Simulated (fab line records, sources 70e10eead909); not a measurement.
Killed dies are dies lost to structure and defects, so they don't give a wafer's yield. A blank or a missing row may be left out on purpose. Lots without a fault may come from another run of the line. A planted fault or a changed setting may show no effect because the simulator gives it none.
Chamber matching | flow nand_harc | NHARC_A_SGD_CUT_DESCUM_14 on rie_diel-06: 4 sister chambers
The step chemistry O2, time 3 s. 4 wafers are shown with their chamber, then 12 later ones without.

WAFERS WITH THEIR CHAMBER
wafer  | chamber | showerhead_plenum_p_Torr (Torr)
L083.1 | 3       | 1.84
L085.6 | 2       | 1.97
L091.3 | 0       | 2.03
L091.5 | 1       | 1.93

WAFERS WITHOUT THEIR CHAMBER
wafer  | showerhead_plenum_p_Torr (Torr)
L087.1 | 1.97
L087.4 | 1.93
L087.6 | 2.03
L092.2 | 1.97
L092.5 | 2.03
L092.6 | 1.84
L096.2 | 2.02
L096.3 | 1.93
L096.4 | 1.84
L095.1 | 1.97
L095.2 | 2.02
L095.4 | 1.84

WHICH CHAMBER EACH WENT THROUGH
wafer  | from the rows above | in truth
L087.1 | 2                   | 2
L087.4 | 1                   | 1
L087.6 | 0                   | 0
L092.2 | 2                   | 2
L092.5 | 0                   | 0
L092.6 | 3                   | 3
L096.2 | 0                   | 0
L096.3 | 1                   | 1
L096.4 | 3                   | 3
L095.1 | 2                   | 2
L095.2 | 0                   | 0
L095.4 | 3                   | 3
Placed correctly: 12 of 12. Can't be placed from these rows: 0. Placed wrongly: 0.
How it was worked out, from the rows above alone: a wafer's distance from a chamber is the root of the sum, over the readings, of the square of ((its reading less the chamber's mean) divided by the reading's scatter). The wafer belongs to the nearest chamber; if the next one is less than 2 further off, it can't be placed. A chamber's mean is the mean of its shown wafers. The scatter: with one shown wafer a chamber, the root of the mean of the squares of how far each hidden wafer lies from its nearest shown one.
